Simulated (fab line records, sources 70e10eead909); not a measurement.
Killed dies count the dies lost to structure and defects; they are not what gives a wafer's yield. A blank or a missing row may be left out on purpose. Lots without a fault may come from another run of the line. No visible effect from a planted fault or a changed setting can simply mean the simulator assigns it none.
Check for tools in common / flow nandHarc / 2 lots, 6 wafers sampled

REASON FOR OPENING
Flagged at NHARC_END_SORT_01: reading killedDies, on 1 of 2 lots. Fault-free wafers read 32, with a standard deviation of 11.
Rule: a lot is flagged in two cases, either no wafer of it has a number, or all its wafers with numbers fall more than 4 standard deviations from that mean. As for the other lots, they are considered sound.

lot=L536; measured=day 19 12:32; on=prober-02; killedDies, wafer by wafer=31 21 19; flag=
lot=L550; measured=day 22 09:38; on=prober-02; killedDies, wafer by wafer=677 677 677; flag=FLAGGED
The numbers of the flagged lots are 677 on average: +645 against the usual, or +59 standard deviations.

EACH LOT AND THE TOOL IT RAN ON
Before the reading, the record contains 2 process steps out of a 1159-step route. Cell contents, in order: the tool; ch with the chambers the sampled wafers went through; the start.
lot=L536; flag=; NHARC_A_CONTACT_ETCH_136=harCapEtch-03 ch 0,1, day 16 22:58; NHARC_A_CONTACT_ETCH_98=rieDiel-08 ch 2,3, day 16 23:51
lot=L550; flag=FLAGGED; NHARC_A_CONTACT_ETCH_136=harCapEtch-03 ch 0,1, day 20 07:40; NHARC_A_CONTACT_ETCH_98=rieDiel-08 ch 1,2,3, day 20 08:35
What the steps here do:
- NHARC_A_CONTACT_ETCH_136: etches the open film in C4F8/O2/Ar, time 132 s, target depth 1287 nm.
- NHARC_A_CONTACT_ETCH_98: etches the open film in C4F6/O2, target depth 20 nm, time 10 s.
- NHARC_END_SORT_01

FLAGGED AGAINST TOTAL, ONE TOOL AT A TIME (gauges that did the reading follow at the end)
step=NHARC_A_CONTACT_ETCH_136; tool=harCapEtch-03; lots run=2; flagged=1; share of the flagged lots=all; sound lots run after its first flagged lot=0
step=NHARC_A_CONTACT_ETCH_98; tool=rieDiel-08; lots run=2; flagged=1; share of the flagged lots=all; sound lots run after its first flagged lot=0
step=NHARC_END_SORT_01; tool=prober-02; lots run=2; flagged=1; share of the flagged lots=all; sound lots run after its first flagged lot=0

THE TABLE: WHAT IT ALLOWS
All flagged lots were run by 3 table rows, namely harCapEtch-03 at NHARC_A_CONTACT_ETCH_136, rieDiel-08 at NHARC_A_CONTACT_ETCH_98, prober-02 at NHARC_END_SORT_01.
- harCapEtch-03 at NHARC_A_CONTACT_ETCH_136: 1 of its 2 lots flagged. A fault beginning between L536 (day 16 22:58), its last sound lot, and L550 (day 20 07:40), its first flagged one, fits the data.
- rieDiel-08 at NHARC_A_CONTACT_ETCH_98: 1 of its 2 lots flagged. A fault beginning between L536 (day 16 23:51), its last sound lot, and L550 (day 20 08:35), its first flagged one, fits the data. Its own readings (oesProductAu) fall more than 4 standard deviations out on all wafers of the flagged lots.
- prober-02 at NHARC_END_SORT_01: 1 of its 2 lots flagged. A fault beginning between L536 (day 19 12:32), its last sound lot, and L550 (day 22 09:38), its first flagged one, fits the data.
A lot count leaves these 3 tools indistinguishable: every one of them fits a fault beginning at some hour. More lots, or a look at what each step does to the wafer, might.

WHAT THE SIMULATOR PUT IN
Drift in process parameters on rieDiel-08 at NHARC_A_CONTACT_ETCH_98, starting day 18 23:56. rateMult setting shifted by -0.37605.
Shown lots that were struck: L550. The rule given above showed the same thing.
